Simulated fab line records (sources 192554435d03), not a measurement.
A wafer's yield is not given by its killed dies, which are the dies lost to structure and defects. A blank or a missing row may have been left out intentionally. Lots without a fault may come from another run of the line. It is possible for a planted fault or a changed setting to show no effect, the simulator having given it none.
Split-lot study | flow n5-finfet | 21 wafers read across 7 lots, on a route 1938 steps long

ABOUT THE SPLIT
At N5_BEOL_M0_SAQP_MANDREL_ETCH_20 (etches a-Si in HBr/Cl2, stops on SiNx, target depth 60 nm, bt time 10 s, time 30 s), the setting icp-w was moved away from the recipe's 800 W on 10 of the 21 wafers read, by -14.2% to +15.3%. The other wafers ran this setting at the recipe's value.

Reading taken at the split's own step.

THE READING
SOC_of_BEOL_M0_SAQP_COAT_81.thk-nm (the simulator's own value, which no gauge read), in nm, at N5_BEOL_M0_SAQP_MANDREL_ETCH_20 (etches a-Si in HBr/Cl2, stops on SiNx, target depth 60 nm, bt time 10 s, time 30 s). No usual value for it is given in the file. The 11 wafers here that ran the recipe average 75.9 nm, standard deviation 0.39 nm.

wafer  | tool, chamber at the split | icp-w as run, W | against the recipe | SOC_of_BEOL_M0_SAQP_COAT_81.thk-nm, nm | against lot-mates on the recipe
L074.1 | rie-si-01, 0,1             | 922.3           | +15.3%             | 74.8                                   | -1.0
L074.3 | rie-si-01, 0,1             | 922.3           | +15.3%             | 74.8                                   | -1.0
L074.2 | rie-si-01, 3               | 800             | recipe             | 75.8                                   | -
L081.1 | rie-si-01, 2,1             | 866.6           | +8.3%              | 75.2                                   | -0.4
L081.4 | rie-si-01, 2,1             | 866.6           | +8.3%              | 75.2                                   | -0.4
L081.3 | rie-si-01, 3               | 800             | recipe             | 75.6                                   | -
L086.3 | rie-si-02, 3,0             | 859.7           | +7.5%              | 75.4                                   | -1.0
L086.5 | rie-si-02, 3,0             | 859.7           | +7.5%              | 75.4                                   | -1.0
L086.4 | rie-si-02, 2               | 800             | recipe             | 76.4                                   | -
L090.1 | rie-si-04, 3               | 800             | recipe             | 75.4                                   | -
L090.3 | rie-si-04, 1               | 800             | recipe             | 75.2                                   | -
L090.4 | rie-si-04, 2               | 800             | recipe             | 76.2                                   | -
L092.3 | rie-si-04, 3               | 854             | +6.7%              | 75                                     | -1.4
L092.5 | rie-si-04, 2               | 800             | recipe             | 76.4                                   | -
L092.6 | rie-si-04, 3               | 854             | +6.7%              | 74.8                                   | -1.6
L095.3 | rie-si-02, 0,2             | 800             | recipe             | 76.2                                   | -
L095.4 | rie-si-02, 0,2             | 800             | recipe             | 76.2                                   | -
L095.6 | rie-si-02, 2               | 800             | recipe             | 76                                     | -
L096.1 | rie-si-04, 0               | 686.6           | -14.2%             | 77.6                                   | +2.0
L096.3 | rie-si-04, 2               | 686.6           | -14.2%             | 77.4                                   | +1.8
L096.4 | rie-si-04, 1               | 800             | recipe             | 75.6                                   | -
If several chambers appear in one row, that row covers several wafers at once and the file leaves open which wafer was in which chamber.

FIT RESULTS
A straight line over all 21 wafers: SOC_of_BEOL_M0_SAQP_COAT_81.thk-nm changes by -0.0944 nm for each +1% of icp-w; r = -0.90; the points scatter about the line by 0.36 nm.
The same after taking each lot's own level away (the mean of its wafers on the recipe; 21 wafers): -0.106 nm for each +1%; r = -0.89; scatter 0.43 nm.
Per that fit: largest icp-w move, reading shift of 1.6 nm.
From 75.60 to 76.40 nm: that is the span of the lots' own levels, equal to 2.0 times the standard deviation above.
In other words, the slope is changed by the lot-to-lot level; the two fits disagree.
Check: with one of the wafers moved furthest among these (+15.3%) left out of the fit, the line predicts -1.72 nm for it against its lot-mates. It came out at -1 nm against them.

THESE WAFERS: OTHER SPLITS
Other splits were also applied to these wafers ahead of the reading. Each is held against what the fit with the lots' levels taken away leaves over:
other split on the same wafers               | wafers away from the commonest value | r with SOC_of_BEOL_M0_SAQP_COAT_81.thk-nm (lot level and that fit taken away)
N5_GATE_CUT_COAT_35 spin-rpm                 | 5                                    | -0.21
N5_MOL_CONTACT_COAG_SPUTTER_143 target-thk-a | 9                                    | -0.41
N5_MOL_CONTACT_COAG_ALD_27 time-s            | 8                                    | +0.00

THE FILE'S OWN FIT
SOC_of_BEOL_M0_SAQP_COAT_81.thk-nm changes by -0.104 nm for each +1% of icp-w, r = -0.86.
